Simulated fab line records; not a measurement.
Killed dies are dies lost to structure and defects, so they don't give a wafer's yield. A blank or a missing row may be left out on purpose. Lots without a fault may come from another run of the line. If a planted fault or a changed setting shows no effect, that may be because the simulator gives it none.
Matching of chambers    flow n5Finfet    N5_FIN_SAQP_DESCUM_21 on rieDiel-06: 4 sister chambers
The step chemistry O2, time 7.9 s. 14 wafers are shown with their chamber, then 7 later ones without.

## WAFERS WITH THEIR CHAMBER
wafer   chamber  showerheadPlenumPTorr (Torr)  drypumpMotorCurrentA (A)  throttleValvePct (%)
L074.3  1        1.99                          6.1                       20.31
L074.4  3        2.17                          5.1                       20.69
L074.5  1        1.99                          6.1                       20.32
L084.2  2        2.23                          5.3                       20.21
L084.4  0        2.10                          5.4                       20.60
L084.6  1        1.98                          6.1                       20.34
L085.1  1        1.98                          6.2                       20.33
L085.4  0        2.10                          5.3                       20.59
L085.5  2        2.23                          5.3                       20.23
L086.1  0        2.10                          5.3                       20.62
L086.4  3        2.17                          5.1                       20.73
L086.6  1        1.98                          6.2                       20.35
L089.4  2        2.22                          5.3                       20.22
L089.5  0        2.10                          5.3                       20.62

SIGNATURES, as means of the wafers listed above
reading                chamber 0  chamber 1  chamber 2  chamber 3  scatter within a chamber
showerheadPlenumPTorr  2.1000     1.9840     2.2267     2.1700     0.00432
drypumpMotorCurrentA   5.325      6.140      5.300      5.100      0.0442
throttleValvePct       20.6075    20.3300    20.2200    20.7100    0.0164
Rule: a wafer lies at a distance from a chamber equal to the root of the sum of squares, over the readings, of (its reading less the chamber's mean, divided by the reading's scatter). If the next closest chamber is less than 2 further off than the closest, the wafer can't be placed; otherwise it belongs to the closest. The scatter: take each reading less its chamber's mean, square it, sum over the shown wafers, divide by the number of wafers less the number of chambers, and take the root.

## WAFERS WITHOUT THEIR CHAMBER
wafer   showerheadPlenumPTorr (Torr)  drypumpMotorCurrentA (A)  throttleValvePct (%)
L089.6  2.17                          5.1                       20.74
L090.1  2.22                          5.3                       20.24
L090.2  2.10                          5.4                       20.60
L090.3  1.98                          6.2                       20.37
L091.1  1.98                          6.2                       20.37
L091.3  2.16                          5.1                       20.73
L091.6  1.98                          6.1                       20.36

## THE CHAMBER EACH PASSED THROUGH
wafer   from the rows above  in truth
L089.6  3                    3
L090.1  2                    2
L090.2  0                    0
L090.3  1                    1
L091.1  1                    1
L091.3  3                    3
L091.6  1                    1
7 of 7 placed correctly. From these rows, 0 cannot be placed. Number placed wrongly: 0.
